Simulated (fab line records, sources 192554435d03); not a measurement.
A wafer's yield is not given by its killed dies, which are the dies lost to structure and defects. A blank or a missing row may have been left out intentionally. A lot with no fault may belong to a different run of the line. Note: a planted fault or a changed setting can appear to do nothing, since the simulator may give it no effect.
2 desks, one fault ; flow n5-finfet ; numbers are kept per desk, each desk with only its own; the story behind them comes last

AT THE TOOL OWNER'S DESK: rie-si-05
The tool's own readings at N5_PMOS_HMC_CHANNEL_EPI_ETCH_38 (etches SiO2 in CF4, target depth 1.5 nm): means of the sampled wafers that have a number, for each lot that ran on this tool. If a lot's mean is further than 4 standard deviations from the usual mean, the lot is out of limits and carries the mark OUT (the distance appears in the brackets).
Columns: A = chamber-pressure-mTorr at N5_PMOS_HMC_CHANNEL_EPI_ETCH_38, usual 10.001 mTorr; B = drypump-motor-current-A at N5_PMOS_HMC_CHANNEL_EPI_ETCH_38, usual 5.8 A; C = oes-product-au at N5_PMOS_HMC_CHANNEL_EPI_ETCH_38, usual 0.998 a.u.; D = throttle-valve-pct at N5_PMOS_HMC_CHANNEL_EPI_ETCH_38, usual 21.85 %
lot;first seen here;A;B;C;D
L603;day 1 17:32;9.994;5.7;0.983;21.88
L604;day 1 23:44;10.009;5.6;1.003;21.82
L610;day 3 11:38;9.999;5.8;0.995;21.86
L611;day 3 18:13;10.002;5.6;0.999;21.86
L616;day 5 00:47;9.997;5.5;0.952;21.77
L621;day 6 06:32;10.005;5.6;0.938;21.83
This desk's finding: nothing out of limits on any of the 6 lots.

METROLOGY DESK
Lot by lot, what the gauges showed, no matter which tool ran the lot: averages of those sampled wafers that carry a number. If a lot's mean is further than 4 standard deviations from the usual mean, the lot is out of limits and carries the mark OUT (the distance appears in the brackets). Of its 12 readings 7 are shown: those that lie furthest out on some lot.
Columns: A = HMC_CMP_THK at N5_PMOS_HMC_CHANNEL_EPI_THK_MEAS_22, usual 53.8 nm; B = DIBL_N at N5_BEOL_M4_RC_MEAS_101, usual 36.3 mV/V; C = DIBL_P at N5_BEOL_M4_RC_MEAS_101, usual 36.7 mV/V; D = IOFF_N at N5_BEOL_M4_RC_MEAS_101, usual 0.164 nA/um; E = IOFF_P at N5_BEOL_M4_RC_MEAS_101, usual 0.214 nA/um; F = ION_N at N5_BEOL_M4_RC_MEAS_101, usual 673 uA/um; G = SS_P at N5_BEOL_M4_RC_MEAS_101, usual 73.3 mV/dec
lot;first seen here;A;B;C;D;E;F;G
L603;day 1 17:02;53.6;36.1;35.3;0.157;0.188;661;73.6
L604;day 1 23:14;54.1;36.7;35.1;0.160;0.213;668;73.0
L606;day 2 11:52;54.2;35.7;36.3;0.158;0.190;675;73.1
L610;day 3 11:09;53.9;35.5;36.5;0.158;0.214;670;73.1
L611;day 3 17:40;53.4;36.3;38.1;0.178;0.226;683;74.0
L616;day 5 00:17;53.8;37.5;38.7;0.175;0.207;664;73.3
L618;day 5 11:22;54.4;35.8;36.5;0.147;0.212;670;73.3
L621;day 6 05:49;53.5;33.8;35.5;0.131;0.181;662;72.3
L624;day 6 23:42;53.5;36.8;37.8;0.179;0.240;673;73.6
L626;day 7 11:14;53.8;37.0;38.8;0.173;0.229;678;73.9
This desk's finding: nothing out of limits on any of the 10 lots.

BROUGHT TOGETHER
The tool owner's desk saw nothing out of limits.
Nothing out of limits was seen by the metrology desk.

WHAT THE SIMULATOR HAD PUT IN
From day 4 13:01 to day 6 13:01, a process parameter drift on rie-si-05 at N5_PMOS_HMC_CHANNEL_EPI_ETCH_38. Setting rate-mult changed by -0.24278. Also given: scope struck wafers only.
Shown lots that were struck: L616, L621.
